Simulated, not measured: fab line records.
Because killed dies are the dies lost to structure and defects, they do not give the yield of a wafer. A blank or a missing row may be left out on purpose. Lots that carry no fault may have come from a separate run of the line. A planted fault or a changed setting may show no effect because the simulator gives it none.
Which tool was responsible? || flow nand_harc || 7 lots, 21 wafers sampled, at 2 steps of a route of 1159

WHAT THE GAUGES SHOWED, per wafer
NHARC_A_BONDPAD_THK_MEAS_30: measures by ellipsometry.
{"lot": "L840", "measured": "day 18 08:34", "on": "film_metro-02", "thk_nm (nm)": "200.7 201.7 196.4"}
{"lot": "L842", "measured": "day 19 20:08", "on": "film_metro-01", "thk_nm (nm)": "199.6 202.0 197.9"}
{"lot": "L847", "measured": "day 20 04:31", "on": "film_metro-02", "thk_nm (nm)": "199.1 198.8 198.7"}
{"lot": "L850", "measured": "day 20 21:23", "on": "film_metro-01", "thk_nm (nm)": "196.7 196.4 201.0"}
{"lot": "L849", "measured": "day 20 23:20", "on": "film_metro-01", "thk_nm (nm)": "197.9 197.4 198.9"}
{"lot": "L854", "measured": "day 22 10:01", "on": "film_metro-02", "thk_nm (nm)": "199.6 201.2 201.4"}
{"lot": "L852", "measured": "day 21 21:55", "on": "film_metro-01", "thk_nm (nm)": "198.7 199.3 198.2"}

EACH LOT AND THE TOOL THAT RAN IT (in order: tool; ch and the chambers of the sampled wafers; start)
{"lot": "L840", "NHARC_A_SGD_CUT_DEP_20": "fcvd-02 ch 0,1, day 14 06:18"}
{"lot": "L842", "NHARC_A_SGD_CUT_DEP_20": "fcvd-01 ch 0,1, day 15 08:10"}
{"lot": "L847", "NHARC_A_SGD_CUT_DEP_20": "fcvd-01 ch 0,1, day 16 05:36"}
{"lot": "L850", "NHARC_A_SGD_CUT_DEP_20": "fcvd-01 ch 0,1, day 16 20:34"}
{"lot": "L849", "NHARC_A_SGD_CUT_DEP_20": "fcvd-01 ch 0, day 16 22:37"}
{"lot": "L854", "NHARC_A_SGD_CUT_DEP_20": "fcvd-01 ch 0,1, day 17 17:51"}
{"lot": "L852", "NHARC_A_SGD_CUT_DEP_20": "fcvd-01 ch 0,1, day 17 18:52"}
- NHARC_A_SGD_CUT_DEP_20: deposits SiO2, target thk 150 nm.

THE ANSWER, worked out from the rows above alone
Rule: what is usual is taken from the lots themselves. Put in order of their means at a reading, lots are off if they are a third of the lots or fewer, leave a main group of 4 or more, and stand apart from it by a gap of 3 or more times the standard deviation of the main group's means; of several such gaps the widest counts. The tables above print the reading to a certain number of digits; a main group whose means all agree to those digits is not used. A lot without any number at a reading at which 4 lots or more have one is off too. Where the step has rows for the other lots, those lots are counted as sound.
No lot is off on any of the readings shown, so nothing can be concluded from this.

WHAT WAS PUT IN BY THE SIMULATOR
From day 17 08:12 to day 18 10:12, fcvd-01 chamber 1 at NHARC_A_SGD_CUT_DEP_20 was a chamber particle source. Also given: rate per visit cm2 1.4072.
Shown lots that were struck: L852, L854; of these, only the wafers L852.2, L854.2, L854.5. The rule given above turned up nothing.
